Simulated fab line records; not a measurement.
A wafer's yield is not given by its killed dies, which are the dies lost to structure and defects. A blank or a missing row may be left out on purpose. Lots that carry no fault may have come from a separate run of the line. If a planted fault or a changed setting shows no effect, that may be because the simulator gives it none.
fab line records | flow nand-harc
record: lots: 14 wafers: 42 last-day: 32
route steps=1302 shown A_BLC@1126 A_M0@1145
lots that met no fault: taken from a fault-free run of the same line
start-h: the number of hours between the record's first day and the start of the first shown wafer of the lot | wait-h: hours since the lot's step before | " identical to the entry in the row above | L1.1+2: one row covering several wafers at once | - no value present, or no start provided | * or withheld: withheld | < > ~ a bound
route shown NAME@n: NAME is a module with steps in the file, n the number in the route of the first one | usual: mean/standard deviation taken from wafers without a fault | same: alike in all rows | chamber/n: place in a boat | sites: readings site by site | _std_site: the standard deviation of these | _edge_site: outer sites' mean less inner sites' | radius-mm: for every site, how far away it sits from the centre of the wafer | mask NAME#n: copy n | behind: the tool/chamber that last shaped the wafer | hold: why the lot was held/for how many hours/how that ended | device: whichever transistor did not switch (one of n, p or np) | end of line: tests run on the same wafers once the route is complete | a step without rows: its recipe alone | killed: dies that structure and defects cost at the first sort, which is not the same as the wafer's yield | map: the dies of a wafer, with x for killed, . for not killed, _ for no die there
set.NAME: setting as actually run; set.NAME@STEP: the setting as run at that earlier step | model.NAME: the simulator's own value behind a step, which no gauge read
a sample of lots followed through the steps of the route, with each step as a table and each wafer as a row
services: the hour from which a tool's chamber was out of use, counted from the record's first day as start-h (under 0 if before that day), plus the number of hours and why
== steps ==
step: NHARC_A_BLC_STRIP_21
recipe: o2-flow-sccm: 500 ar-flow-sccm: 0 bias-w: 0 chemistry: O2
usual: drypump-motor-current-A: 5.8/0.54 oes-product-au: 1.000/0.0078 rf-vpp-V: 57.8/0.87 showerhead-plenum-p-Torr: 3.53/0.12 throttle-valve-pct: 17.037/0.0091
same: bias-w: 0
columns lot.wafer tool chamber start-h wait-h drypump-motor-current-A oes-product-au rf-hours-counter-h rf-vpp-V showerhead-plenum-p-Torr throttle-valve-pct
L104.3 rie-diel-10 0 520.73 0.1 5.9 1.004 8 57.5 3.42 17.044
L104.1 " 1 " " 5.4 1.009 9 58.6 3.59 17.035
L104.5 " 0 " " 5.9 1.007 - 57.0 3.42 17.052
L105.4 rie-diel-13 3 528.48 0.1 6.3 0.997 0 57.3 3.59 17.049
L105.2 " 1 " " 5.1 1.009 0 57.6 3.73 17.034
L105.5 " 0 " " 6.7 0.995 - 59.2 3.40 17.036
L106.4 rie-diel-10 2 528.91 0.1 6.0 1.006 9 56.6 3.42 17.028
L106.6 " 1 " " 5.4 0.994 - 57.9 3.59 17.057
L106.5 " 2 " " 6.0 0.994 - 56.1 3.42 17.027
L108.1 rie-diel-13 0 557.50 0.1 6.7 0.983 1 57.3 3.39 17.029
L108.3 " 3 " " 6.3 0.997 1 58.4 3.59 17.041
L108.6 " 0 " " 6.7 0.987 - 58.2 3.39 17.024
L107.2 rie-diel-13 2 559.39 0.1 5.3 0.999 2 58.0 3.43 17.034
L107.3 " 3 " " 6.3 1.002 2 59.5 3.59 17.037
L107.6 " 2 " " 5.3 1.008 - 59.0 3.43 17.032
L109.2 rie-diel-13 2 577.84 0.1 5.3 0.998 3 58.0 3.43 17.036
L109.4 " 0 " " 6.7 0.988 2 57.8 3.39 17.043
L109.1 " 1 " " 5.1 0.991 2 57.4 3.73 17.044
L110.3 rie-diel-13 1 579.81 0.1 5.1 0.992 2 58.5 3.73 17.036
L110.6 " 2 " " 5.3 1.011 - 58.6 3.43 17.024
L110.5 " 3 " " 6.3 1.000 - 58.7 3.59 17.020
L111.4 rie-diel-10 0 581.43 0.1 5.9 0.998 14 58.2 3.42 17.025
L111.1 " 1 " " 5.4 1.013 14 57.6 3.59 17.033
L111.6 " 3 " " 6.2 0.998 - 58.3 3.61 17.042
L113.4 rie-diel-10 1 609.60 0.1 5.4 0.985 0 57.6 3.59 17.046
L113.1 " 2 " " 6.0 1.014 0 58.2 3.42 17.033
L113.5 " 1 " " 5.4 0.997 - 59.2 3.59 17.041
L114.1 rie-diel-13 1 641.64 0.1 5.1 0.992 6 59.1 3.72 17.029
L114.3 " 0 " " 6.7 0.994 5 57.9 3.39 17.040
L114.6 " 1 " " 5.1 0.993 - 59.1 3.73 17.040
L115.4 rie-diel-13 2 643.00 0.1 5.3 1.007 6 58.4 3.43 17.043
L115.1 " 1 " " 5.1 0.997 6 56.5 3.73 17.034
L115.6 " 2 " " 5.4 1.005 - 56.8 3.43 17.036
L119.2 rie-diel-13 2 690.68 0.1 5.3 0.993 8 57.6 3.43 17.040
L119.4 " 0 " " 6.7 0.989 8 56.5 3.39 17.034
L119.1 " 1 " " 5.1 0.992 8 59.6 3.72 17.032
L122.2 rie-diel-12 2 705.00 0.1 5.2 0.993 25 58.3 3.41 17.026
L122.3 " 0 " " 6.3 1.000 23 58.5 3.74 17.041
L122.5 " 2 " " 5.3 0.999 - 57.6 3.41 17.029
L121.4 rie-diel-13 0 709.56 0.1 6.7 1.012 0 56.9 3.39 17.032
L121.5 " 1 " " 5.1 0.989 - 55.9 3.72 17.042
L121.6 " 2 " " 5.3 1.011 - 58.7 3.43 17.048
step: NHARC_A_BLC_DEGAS_30
recipe: temp-c: 300 time-s: 60
usual: heater-power-w: 463/41
columns lot.wafer tool chamber start-h wait-h heater-power-w
L104.1 pvd-sputter-01 - 521.17 - 399
L104.3 " - " " 483
L104.5 " - " " 411
L105.4 pvd-sputter-02 - 528.90 - 517
L105.2 " - " " 511
L105.5 " - " " 512
L106.4 pvd-sputter-02 - 529.33 - 455
L106.6 " - " " 494
L106.5 " - " " 451
L108.3 pvd-sputter-03 - 557.93 - 462
L108.1 " - " " 469
L108.6 " - " " 407
L107.2 pvd-sputter-03 - 559.82 - 403
L107.3 " - " " 511
L107.6 " - " " 463
L109.4 pvd-sputter-01 - 578.26 - 411
L109.2 " - " " 476
L109.1 " - " " 538
L110.3 pvd-sputter-02 - 580.23 - 491
L110.5 " - " " 492
L110.6 " - " " 450
L111.4 pvd-sputter-02 - 581.84 - 452
L111.1 " - " " 519
L111.6 " - " " 508
L113.4 pvd-sputter-03 - 610.02 - 514
L113.1 " - " " 419
L113.5 " - " " 454
L114.1 pvd-sputter-01 - 642.08 - 460
L114.3 " - " " 400
L114.6 " - " " 471
L115.1 pvd-sputter-01 - 643.43 - 406
L115.4 " - " " 462
L115.6 " - " " 521
L119.4 pvd-sputter-03 - 691.11 - 511
L119.2 " - " " 478
L119.1 " - " " 425
L122.3 pvd-sputter-02 - 705.45 - 503
L122.2 " - " " 518
L122.5 " - " " 459
L121.4 pvd-sputter-02 - 709.96 - 446
L121.6 " - " " 457
L121.5 " - " " 442
step: NHARC_A_M0_PEB_07
recipe: peb-temp-c: 100 peb-time-s: 65
usual: heater-power-total-W: 156.6/0.41 plate-temp-C: 99.98/0.14
same: peb-time-s: 65
columns lot.wafer tool chamber start-h wait-h heater-power-total-W plate-temp-C
L104.1 litho-track-04 0 523.37 0.1 157.0 99.96
L104.3 " 0 " " 156.5 99.82
L104.5 " 0 " " 156.6 99.73
L105.2 litho-track-04 0 530.97 0.1 157.2 100.15
L105.4 " 0 " " 156.6 100.14
L105.5 " 0 " " 157.2 100.06
L106.4 litho-track-04 0 531.53 0.0 156.7 99.84
L106.5 " 0 " " 157.1 100.04
L106.6 " 0 " " 156.9 99.82
L108.1 litho-track-06 0 559.99 0.1 156.0 99.78
L108.3 " 0 " " 157.2 99.85
L108.6 " 0 " " 156.3 99.77
L107.2 litho-track-06 0 561.88 0.1 156.8 99.91
L107.3 " 0 " " 156.7 99.88
L107.6 " 0 " " 156.7 99.72
L109.1 litho-track-06 0 580.34 0.1 157.1 99.87
L109.2 " 0 " " 156.3 99.93
L109.4 " 0 " " 157.2 100.01
L110.3 litho-track-04 0 582.49 0.0 156.3 99.69
L110.5 " 0 " " 157.1 99.95
L110.6 " 0 " " 157.1 99.89
L111.1 litho-track-06 0 584.04 0.1 156.2 99.90
L111.4 " 0 " " 156.9 99.64
L111.6 " 0 " " 156.8 100.05
L113.1 litho-track-04 0 612.11 0.1 156.1 100.20
L113.4 " 0 " " 156.9 100.00
L113.5 " 0 " " 157.0 100.00
L114.1 litho-track-01 0 644.28 0.1 157.1 100.21
L114.3 " 0 " " 156.6 100.22
L114.6 " 0 " " 156.8 100.01
L115.1 litho-track-04 0 645.62 0.1 157.1 100.14
L115.4 " 0 " " 156.2 100.19
L115.6 " 0 " " 156.8 100.26
L119.1 litho-track-06 0 693.34 0.1 156.2 99.94
L119.2 " 0 " " 156.0 99.67
L119.4 " 0 " " 156.9 99.91
L122.2 litho-track-04 0 707.58 0.1 152.4 98.34
L122.3 " 0 " " 152.4 98.27
L122.5 " 0 " " 152.8 98.17
L121.4 litho-track-04 0 712.20 0.0 152.6 98.14
L121.5 " 0 " " 152.3 97.83
L121.6 " 0 " " 153.2 98.09
step: NHARC_A_M0_CD_MEAS_09
recipe: target-cd-nm: 80 landing-energy-ev: 500
usual: cd-nm: 79.7/0.71
same: landing-energy-ev: 500
columns lot.wafer tool chamber start-h wait-h cd-nm
L104.1 cd-sem-02 0 523.45 - 79.0
L104.3 " 0 " " 78.9
L104.5 " 0 " " 79.0
L105.2 cd-sem-02 0 531.05 - 80.1
L105.4 " 0 " " 80.6
L105.5 " 0 " " 80.4
L106.4 cd-sem-01 0 531.61 - 80.5
L106.5 " 0 " " 80.8
L106.6 " 0 " " 79.5
L108.1 cd-sem-01 0 560.08 - 79.9
L108.3 " 0 " " 79.7
L108.6 " 0 " " 79.3
L107.2 cd-sem-02 0 561.96 - 80.1
L107.3 " 0 " " 79.1
L107.6 " 0 " " 79.6
L109.1 cd-sem-02 0 580.42 - 78.5
L109.2 " 0 " " 79.2
L109.4 " 0 " " 78.9
L110.3 cd-sem-02 0 582.57 - 80.0
L110.5 " 0 " " 79.2
L110.6 " 0 " " 79.6
L111.1 cd-sem-01 0 584.12 - 80.0
L111.4 " 0 " " 79.9
L111.6 " 0 " " 80.3
L113.1 cd-sem-03 0 612.19 - 79.5
L113.4 " 0 " " 80.0
L113.5 " 0 " " 79.4
L114.1 cd-sem-01 0 644.36 - 81.4
L114.3 " 0 " " 81.5
L114.6 " 0 " " 80.6
L115.1 cd-sem-01 0 645.70 - 79.8
L115.4 " 0 " " 79.8
L115.6 " 0 " " 79.2
L119.1 cd-sem-03 0 693.42 - 79.8
L119.2 " 0 " " 79.6
L119.4 " 0 " " 80.0
L122.2 cd-sem-02 0 707.66 - 71.9
L122.3 " 0 " " 72.0
L122.5 " 0 " " 71.9
L121.4 cd-sem-02 0 712.28 - 72.9
L121.5 " 0 " " 72.2
L121.6 " 0 " " 72.7
step: NHARC_A_M0_DESCUM_14
recipe: time-s: 3 o2-flow-sccm: 200 ar-flow-sccm: 0 bias-power-w: 0 chemistry: O2
usual: drypump-motor-current-A: 5.7/0.47 oes-product-au: 0.998/0.0089 rf-vpp-V: 57.8/0.75 showerhead-plenum-p-Torr: 1.92/0.062 throttle-valve-pct: 11.312/0.0095
columns lot.wafer tool chamber start-h wait-h drypump-motor-current-A oes-product-au rf-hours-counter-h rf-vpp-V showerhead-plenum-p-Torr throttle-valve-pct
L104.1 rie-diel-11 2 523.66 0.1 5.6 1.004 2.5 56.7 1.94 11.293
L104.3 " 0 " " 6.2 1.001 2.4 57.8 1.98 11.312
L104.5 " 2 " " 5.6 1.012 - 56.9 1.94 11.325
L105.4 rie-diel-09 2 531.23 0.1 6.1 0.990 2.1 59.4 1.96 11.308
L105.2 " 0 " " 5.9 1.002 1.5 58.6 2.01 11.318
L105.5 " 3 " " 5.8 1.007 - 57.1 1.89 11.301
L106.4 rie-diel-09 0 531.81 0.1 5.9 1.007 1.5 58.1 2.01 11.299
L106.6 " 1 " " 5.3 1.006 - 58.2 1.87 11.307
L106.5 " 2 " " 6.1 0.999 - 58.7 1.96 11.299
L108.3 rie-diel-05 2 560.27 0.1 5.2 1.011 9.7 58.1 1.85 11.316
L108.1 " 1 " " 6.4 1.010 7.4 56.9 1.80 11.312
L108.6 " 2 " " 5.3 1.013 - 57.0 1.85 11.294
L107.3 rie-diel-09 3 562.15 0.1 5.8 1.003 3.6 57.2 1.89 11.315
L107.2 " 2 " " 6.1 1.002 3.9 57.8 1.96 11.306
L107.6 " 3 " " 5.9 1.003 - 58.6 1.89 11.310
L109.1 rie-diel-11 3 580.61 0.1 4.7 1.005 5.3 58.3 1.86 11.297
L109.4 " 0 " " 6.2 1.004 5.4 59.5 1.98 11.316
L109.2 " 2 " " 5.6 0.997 5.3 57.0 1.94 11.304
L110.3 rie-diel-11 0 582.78 0.1 6.2 1.002 5.4 59.0 1.98 11.314
L110.6 " 1 " " 6.0 0.997 - 57.8 2.01 11.308
L110.5 " 2 " " 5.6 1.001 - 57.9 1.94 11.320
L111.1 rie-diel-09 2 584.30 0.1 6.1 0.990 4.8 57.2 1.96 11.315
L111.6 " 2 " " 6.1 0.994 - 57.1 1.96 11.302
L111.4 " 0 " " 5.9 0.997 - 59.1 2.01 11.314
L113.4 rie-diel-05 1 612.39 0.1 6.5 1.018 1.2 57.4 1.79 11.313
L113.1 " 2 " " 5.3 0.992 1.0 58.8 1.85 11.299
L113.5 " 0 " " 5.0 0.988 - 56.9 1.93 11.312
L114.3 rie-diel-05 3 644.55 0.1 5.7 0.991 2.4 58.6 1.91 11.310
L114.1 " 2 " " 5.2 1.001 2.3 57.0 1.85 11.322
L114.6 " 0 " " 5.0 0.982 - 57.7 1.93 11.325
L115.1 rie-diel-11 3 645.89 0.1 4.7 0.989 2.5 56.6 1.86 11.324
L115.4 " 0 " " 6.2 1.014 2.5 59.4 1.98 11.300
L115.6 " 3 " " 4.7 0.983 - 58.0 1.86 11.321
L119.1 rie-diel-09 0 693.61 0.1 5.9 0.989 0.4 59.8 2.01 11.312
L119.4 " 1 " " 5.3 0.992 0.4 59.0 1.87 11.320
L119.2 " 2 " " 6.1 0.998 0.2 56.7 1.95 11.305
L122.3 rie-diel-09 0 707.84 0.1 5.9 0.994 0.7 58.0 2.01 11.297
L122.2 " 1 " " 5.3 1.000 0.7 58.8 1.87 11.311
L122.5 " 0 " " 5.9 0.991 - 58.9 2.01 11.304
L121.6 rie-diel-09 1 712.49 0.1 5.3 0.989 - 58.1 1.87 11.320
L121.4 " 3 " " 5.8 0.997 - 58.0 1.89 11.334
L121.5 " 0 " " 5.9 1.002 - 58.5 2.01 11.310
step: NHARC_A_M0_CD_MEAS_16
usual: cd-nm: 79.6/0.85
columns lot.wafer tool chamber start-h wait-h cd-nm
L104.1 cd-sem-02 - 523.94 - 78.8
L104.3 " - " " 79.2
L104.5 " - " " 79.0
L105.2 cd-sem-01 - 531.54 - 79.4
L105.4 " - " " 79.6
L105.5 " - " " 79.7
L106.4 cd-sem-02 - 532.10 - 79.9
L106.5 " - " " 80.4
L106.6 " - " " 79.4
L108.1 cd-sem-01 - 560.56 - 80.4
L108.3 " - " " 79.9
L108.6 " - " " 78.8
L107.2 cd-sem-01 - 562.45 - 80.5
L107.3 " - " " 79.0
L107.6 " - " " 79.6
L109.1 cd-sem-02 - 580.90 - 79.5
L109.2 " - " " 79.0
L109.4 " - " " 78.9
L110.3 cd-sem-02 - 583.05 - 79.8
L110.5 " - " " 79.6
L110.6 " - " " 79.4
L111.1 cd-sem-01 - 584.65 - 79.2
L111.4 " - " " 79.6
L111.6 " - " " 80.2
L113.1 cd-sem-01 - 612.67 - 79.3
L113.4 " - " " 80.1
L113.5 " - " " 79.3
L114.1 cd-sem-03 - 644.85 - 80.9
L114.3 " - " " 80.9
L114.6 " - " " 79.9
L115.1 cd-sem-01 - 646.24 - 80.0
L115.4 " - " " 79.4
L115.6 " - " " 79.4
L119.1 cd-sem-01 - 693.90 - 79.3
L119.2 " - " " 78.8
L119.4 " - " " 79.8
L122.2 cd-sem-01 - 708.18 - 70.1
L122.3 " - " " 71.8
L122.5 " - " " 71.3
L121.4 cd-sem-01 - 712.78 - 72.3
L121.5 " - " " 71.5
L121.6 " - " " 71.9
== services ==
columns tool chamber start-h hours kind
rie-diel-09 - 497.10 9.0 pm
pvd-sputter-03 - 506.56 1.5 repair
rie-diel-10 1 515.02 2.5 repair
rie-diel-13 - 519.08 9.0 pm
pvd-sputter-03 - 526.04 10.0 pm
litho-track-06 - 529.00 7.0 pm
litho-track-04 - 553.00 7.0 pm
rie-diel-13 - 574.86 1.1 repair
rie-diel-09 3 580.02 9.2 repair
pvd-sputter-01 - 597.35 10.0 pm
rie-diel-09 3 607.23 8.0 repair
rie-diel-13 2 609.36 2.9 repair
rie-diel-11 - 609.75 9.0 pm
rie-diel-09 1 622.14 5.5 repair
rie-diel-13 2 636.52 5.3 repair
pvd-sputter-02 - 638.00 10.0 pm
rie-diel-10 - 646.94 1.0 repair
pvd-sputter-02 - 653.27 3.6 repair
rie-diel-11 0 664.13 10.0 repair
rie-diel-09 - 674.10 9.0 pm
pvd-sputter-02 - 684.50 5.0 repair
rie-diel-13 - 696.08 9.0 pm
litho-track-06 - 704.00 7.0 pm
rie-diel-09 2 705.82 6.6 repair
== key ==
first-sign: step: NHARC_A_M0_PEB_07 reading: plate-temp-C direction: down sigmas: 13 usual: * struck: *
effect: step: NHARC_A_M0_PEB_07 reading: heater-power-total-W direction: down sigmas: 9.6 usual: * struck: *
effect: step: NHARC_A_M0_CD_MEAS_09 reading: cd-nm direction: down sigmas: 10 usual: 79.7 struck: 72.2 through: control-loop
effect: step: NHARC_A_M0_CD_MEAS_16 reading: cd-nm direction: down sigmas: 9.5 usual: 79.6 struck: 71.5 through: control-loop
met-at NHARC_A_M0_PEB_07
struck-lots L121,L122
sort-left-out L121.4,L121.5,L121.6,L122.2,L122.3,L122.5
loop-trim: step: NHARC_A_M0_EXPOSE_06 setting: dose lots: L121
not-acting-at NHARC_A_BLC_STRIP_21,NHARC_A_BLC_DEGAS_30,NHARC_A_M0_DESCUM_14
onset-between 645.62 707.58
fault: kind: process-parameter-drift tool: litho-track-04 chamber: - onset-h: 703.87 steps: NHARC_A_M0_PEB_07 channel: peb-temp-c offset: * shape: step end-h: 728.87 acts-in: * stated: *
sort-left-out: the simulated sort isn't trusted on such a fault, so these wafers' sort isn't shown, and their yield isn't known
loop-trim: a control loop set the setting to another value than it would have without faults
